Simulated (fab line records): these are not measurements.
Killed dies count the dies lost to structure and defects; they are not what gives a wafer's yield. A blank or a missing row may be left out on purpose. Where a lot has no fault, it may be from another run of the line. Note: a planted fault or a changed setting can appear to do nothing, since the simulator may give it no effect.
Chamber matching :: flow n5 finfet :: rie diel-04 running N5_SD_EPI_N_ETCH_34: 4 sister chambers
The step etches SiARC in CF4, target depth 45.5 nm, time 75.8 s. 8 wafers are shown with their chamber, then 12 later ones without.

WAFERS PAIRED WITH THEIR CHAMBERS
wafer: L080.2
chamber: 0
drypump motor current A (A): 5.9
throttle valve pct (%): 16.0

wafer: L087.4
chamber: 3
drypump motor current A (A): 5.6
throttle valve pct (%): 15.9

wafer: L087.5
chamber: 2
drypump motor current A (A): 4.9
throttle valve pct (%): 15.1

wafer: L088.2
chamber: 3
drypump motor current A (A): 5.6
throttle valve pct (%): 15.9

wafer: L088.5
chamber: 1
drypump motor current A (A): 5.2
throttle valve pct (%): 15.3

wafer: L089.2
chamber: 2
drypump motor current A (A): 5.0
throttle valve pct (%): 15.1

wafer: L089.5
chamber: 1
drypump motor current A (A): 5.2
throttle valve pct (%): 15.4

wafer: L089.6
chamber: 0
drypump motor current A (A): 5.8
throttle valve pct (%): 16.0

WAFERS WITHOUT THEIR CHAMBER
wafer: L090.4
drypump motor current A (A): 5.6
throttle valve pct (%): 15.9

wafer: L090.5
drypump motor current A (A): 5.6
throttle valve pct (%): 15.9

wafer: L090.6
drypump motor current A (A): 4.9
throttle valve pct (%): 15.2

wafer: L092.1
drypump motor current A (A): 5.2
throttle valve pct (%): 15.4

wafer: L092.2
drypump motor current A (A): 5.8
throttle valve pct (%): 16.0

wafer: L092.5
drypump motor current A (A): 5.2
throttle valve pct (%): 15.4

wafer: L093.1
drypump motor current A (A): 5.6
throttle valve pct (%): 15.9

wafer: L093.4
drypump motor current A (A): 5.0
throttle valve pct (%): 15.2

wafer: L093.5
drypump motor current A (A): 5.2
throttle valve pct (%): 15.4

wafer: L097.2
drypump motor current A (A): 5.2
throttle valve pct (%): 15.4

wafer: L097.4
drypump motor current A (A): 5.0
throttle valve pct (%): 15.2

wafer: L097.5
drypump motor current A (A): 5.9
throttle valve pct (%): 15.5

THE CHAMBER EACH PASSED THROUGH
wafer: L090.4
from the rows above: 3
in truth: 3

wafer: L090.5
from the rows above: 3
in truth: 3

wafer: L090.6
from the rows above: 2
in truth: 2

wafer: L092.1
from the rows above: 1
in truth: 1

wafer: L092.2
from the rows above: 0
in truth: 0

wafer: L092.5
from the rows above: 1
in truth: 1

wafer: L093.1
from the rows above: 3
in truth: 3

wafer: L093.4
from the rows above: 2
in truth: 2

wafer: L093.5
from the rows above: 1
in truth: 1

wafer: L097.2
from the rows above: 1
in truth: 1

wafer: L097.4
from the rows above: 2
in truth: 2

wafer: L097.5
from the rows above: can't be placed: 3 or 0 or 1
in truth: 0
Correctly placed: 11 of 12. From these rows, 1 cannot be placed; in 1 the true chamber is one of the candidates. Number placed wrongly: 0.
How it was worked out, from the rows above alone: a wafer's distance from a chamber is the root of the sum, over the readings, of the square of ((its reading less the chamber's mean) divided by the reading's scatter). If the next closest chamber is less than 2 further off than the closest, the wafer can't be placed; otherwise it belongs to the closest. For every chamber, the mean is computed from those of its wafers that are shown. The scatter is the square root of a quotient: the sum, over the shown wafers, of each reading's squared deviation from its chamber's mean, divided by wafers minus chambers.
